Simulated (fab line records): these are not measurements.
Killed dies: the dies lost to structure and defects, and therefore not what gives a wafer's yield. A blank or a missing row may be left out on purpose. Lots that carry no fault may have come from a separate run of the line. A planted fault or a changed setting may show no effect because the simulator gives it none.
Matching of chambers / flow n5 finfet / N5_DUMMY_GATE_ETCH_23 on rie si-03 has 4 sister chambers
The step etches poly-Si in HBr/Cl2/O2, target depth 41 nm, time 22.3 s. 18 wafers are shown with their chamber, then 9 later ones without.

## EACH WAFER AND ITS CHAMBER
wafer=L075.2; chamber=0; drypump motor current A (A)=5.5; throttle valve pct (%)=37.46; oes product au (a.u.)=0.992
wafer=L075.3; chamber=2; drypump motor current A (A)=6.7; throttle valve pct (%)=37.30; oes product au (a.u.)=0.966
wafer=L075.5; chamber=0; drypump motor current A (A)=5.4; throttle valve pct (%)=37.46; oes product au (a.u.)=0.985
wafer=L077.3; chamber=0; drypump motor current A (A)=5.4; throttle valve pct (%)=37.45; oes product au (a.u.)=1.011
wafer=L077.5; chamber=2; drypump motor current A (A)=6.7; throttle valve pct (%)=37.27; oes product au (a.u.)=0.989
wafer=L077.6; chamber=3; drypump motor current A (A)=5.4; throttle valve pct (%)=36.91; oes product au (a.u.)=1.018
wafer=L078.1; chamber=0; drypump motor current A (A)=5.4; throttle valve pct (%)=37.44; oes product au (a.u.)=1.002
wafer=L078.2; chamber=1; drypump motor current A (A)=6.0; throttle valve pct (%)=36.78; oes product au (a.u.)=1.008
wafer=L078.3; chamber=2; drypump motor current A (A)=6.7; throttle valve pct (%)=37.29; oes product au (a.u.)=0.987
wafer=L083.2; chamber=1; drypump motor current A (A)=6.0; throttle valve pct (%)=36.79; oes product au (a.u.)=0.990
wafer=L083.3; chamber=2; drypump motor current A (A)=6.7; throttle valve pct (%)=37.27; oes product au (a.u.)=0.979
wafer=L083.5; chamber=0; drypump motor current A (A)=5.4; throttle valve pct (%)=37.45; oes product au (a.u.)=0.999
wafer=L087.1; chamber=3; drypump motor current A (A)=5.4; throttle valve pct (%)=36.94; oes product au (a.u.)=0.999
wafer=L087.2; chamber=1; drypump motor current A (A)=6.0; throttle valve pct (%)=36.79; oes product au (a.u.)=0.994
wafer=L087.6; chamber=3; drypump motor current A (A)=5.4; throttle valve pct (%)=36.92; oes product au (a.u.)=1.010
wafer=L090.2; chamber=0; drypump motor current A (A)=5.4; throttle valve pct (%)=37.45; oes product au (a.u.)=1.011
wafer=L090.3; chamber=1; drypump motor current A (A)=6.0; throttle valve pct (%)=36.80; oes product au (a.u.)=0.993
wafer=L090.4; chamber=3; drypump motor current A (A)=5.4; throttle valve pct (%)=36.92; oes product au (a.u.)=1.004

SIGNATURES (means of the wafers above)
reading=drypump motor current A; chamber 0=5.417; chamber 1=6.000; chamber 2=6.700; chamber 3=5.400; scatter within a chamber=0.0244
reading=throttle valve pct; chamber 0=37.4517; chamber 1=36.7900; chamber 2=37.2825; chamber 3=36.9225; scatter within a chamber=0.0108
reading=oes product au; chamber 0=1.00000; chamber 1=0.99625; chamber 2=0.98025; chamber 3=1.00775; scatter within a chamber=0.00947
Rule: for each reading, subtract the chamber's mean from the wafer's reading, divide by that reading's scatter and square the result; add these up over the readings and take the root, which gives the wafer's distance from the chamber. If the next closest chamber is less than 2 further off than the closest, the wafer can't be placed; otherwise it belongs to the closest. The scatter: the root of (the sum of the squares of (reading less its chamber's mean) over the shown wafers, divided by (wafers less chambers)).

## WAFERS WHOSE CHAMBER IS MISSING
wafer=L092.4; drypump motor current A (A)=5.5; throttle valve pct (%)=37.46; oes product au (a.u.)=0.997
wafer=L092.5; drypump motor current A (A)=5.4; throttle valve pct (%)=36.92; oes product au (a.u.)=0.988
wafer=L092.6; drypump motor current A (A)=6.7; throttle valve pct (%)=37.28; oes product au (a.u.)=0.968
wafer=L096.3; drypump motor current A (A)=6.0; throttle valve pct (%)=36.82; oes product au (a.u.)=0.961
wafer=L096.5; drypump motor current A (A)=6.7; throttle valve pct (%)=37.28; oes product au (a.u.)=0.971
wafer=L096.6; drypump motor current A (A)=6.0; throttle valve pct (%)=36.81; oes product au (a.u.)=0.965
wafer=L097.1; drypump motor current A (A)=6.7; throttle valve pct (%)=37.29; oes product au (a.u.)=0.968
wafer=L097.5; drypump motor current A (A)=6.7; throttle valve pct (%)=37.30; oes product au (a.u.)=0.968
wafer=L097.6; drypump motor current A (A)=5.4; throttle valve pct (%)=36.92; oes product au (a.u.)=0.990

## WHICH CHAMBER EACH WENT THROUGH
wafer=L092.4; from the rows above=0; in truth=0
wafer=L092.5; from the rows above=3; in truth=3
wafer=L092.6; from the rows above=2; in truth=2
wafer=L096.3; from the rows above=1; in truth=1
wafer=L096.5; from the rows above=2; in truth=2
wafer=L096.6; from the rows above=1; in truth=1
wafer=L097.1; from the rows above=2; in truth=2
wafer=L097.5; from the rows above=2; in truth=2
wafer=L097.6; from the rows above=3; in truth=3
Correctly placed: 9 of 9. Number that these rows cannot place: 0. Number placed wrongly: 0.
